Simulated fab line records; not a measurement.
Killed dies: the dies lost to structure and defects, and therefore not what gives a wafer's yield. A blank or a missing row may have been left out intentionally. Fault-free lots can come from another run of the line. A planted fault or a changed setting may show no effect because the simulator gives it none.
Lot-split experiment | flow n5_finfet | 21 wafers read across 7 lots, on a route 1938 steps long

== SPLIT DETAILS ==
At N5_DUMMY_GATE_ETCH_37 (etches SOC in N2/H2, target depth 60 nm, overetch 30 nm), the setting source_w was moved away from the recipe's 840 W on 6 of the 21 wafers read, by -11.6% to +17.6%. For the rest of the wafers, this setting stayed at what the recipe calls for.

The reading comes from the split's own step.

== THE READING ==
rf_vpp_V, in V, at N5_DUMMY_GATE_ETCH_37 (etches SOC in N2/H2, target depth 60 nm, overetch 30 nm). On this fab line, fault-free wafers typically give 524.2 V with a standard deviation of 2.4 V.

wafer  | tool, chamber at the split | source_w as run, W | against the recipe | rf_vpp_V, V | against lot-mates on the recipe
L074.1 | rie_diel-04, 2             | 764.1              | -9.0%              | 537.0       | +14.0
L074.3 | rie_diel-04, 1             | 840                | recipe             | 523.0       | -
L074.5 | rie_diel-04, 3             | 764.1              | -9.0%              | 542.8       | +19.8
L078.2 | rie_diel-01, 3             | 840                | recipe             | 522.0       | -
L078.3 | rie_diel-01, 0             | 840                | recipe             | 525.3       | -
L078.6 | rie_diel-01, 3             | 840                | recipe             | 521.4       | -
L086.2 | rie_diel-04, 1             | 840                | recipe             | 521.3       | -
L086.4 | rie_diel-04, 3             | 840                | recipe             | 524.7       | -
L086.6 | rie_diel-04, 0             | 840                | recipe             | 523.9       | -
L088.3 | rie_diel-03, 1             | 840                | recipe             | 525.0       | -
L088.5 | rie_diel-03, 3             | 840                | recipe             | 523.9       | -
L088.6 | rie_diel-03, 2             | 884.9              | +5.3%              | 518.8       | -5.7
L090.2 | rie_diel-04, 0             | 840                | recipe             | 525.4       | -
L090.4 | rie_diel-04, 2             | 840                | recipe             | 519.9       | -
L090.6 | rie_diel-04, 3             | 840                | recipe             | 526.0       | -
L091.2 | rie_diel-03, 0             | 840                | recipe             | 528.0       | -
L091.4 | rie_diel-03, 2             | 988.2              | +17.6%             | 498.9       | -29.1
L091.6 | rie_diel-03, 3             | 988.2              | +17.6%             | 496.2       | -31.8
L095.1 | rie_diel-01, 3             | 742.4              | -11.6%             | 541.6       | +17.4
L095.3 | rie_diel-01, 2             | 840                | recipe             | 527.4       | -
L095.5 | rie_diel-01, 1             | 840                | recipe             | 521.1       | -

THE FIT
A straight line over all 21 wafers: rf_vpp_V changes by -1.53 V for each +1% of source_w; r = -0.97; the points scatter about the line by 2.5 V.
The same after taking each lot's own level away (the mean of its wafers on the recipe; 21 wafers): -1.7 V for each +1%; r = -0.98; scatter 2.3 V.
On that fit, the largest move of source_w shifts the reading by 30 V.
From 522.90 to 528.00 V: that is the span of the lots' own levels, equal to 2.1 times the standard deviation above.
Consequently the slope shifts little with the lot-to-lot level, the two slopes agreeing.
Check: with one of the wafers moved furthest among these (+17.6%) left out of the fit, the line predicts -30.2 V for it against its lot-mates. Against them it came out at -29.1 V.
Tool readings at the split's step, against how far the setting was moved: rf_vpp_V r = -0.97.

== FURTHER SPLITS ON THESE WAFERS ==
Other splits were also applied to these wafers ahead of the reading. Each is held against what the fit with the lots' levels taken away leaves over:
other split on the same wafers            | wafers away from the commonest value | r with rf_vpp_V (lot level and that fit taken away)
N5_PMOS_HMC_CHANNEL_EPI_COAT_03 spin_rpm  | 6                                    | -0.08
N5_PMOS_HMC_CHANNEL_EPI_EXPOSE_06 dose_mj | 8                                    | +0.20
N5_FIN_SAQP_SPACER1_ALD_24 ald_cycles     | 7                                    | -0.19
N5_FIN_SAQP_ETCH_65 time_s                | 5                                    | -0.05
N5_FIN_CUT_CUT_ETCH_26 time_s             | 6                                    | -0.26

== FILE'S OWN FIT ==
rf_vpp_V changes by -1.66 V for each +1% of source_w, r = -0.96.
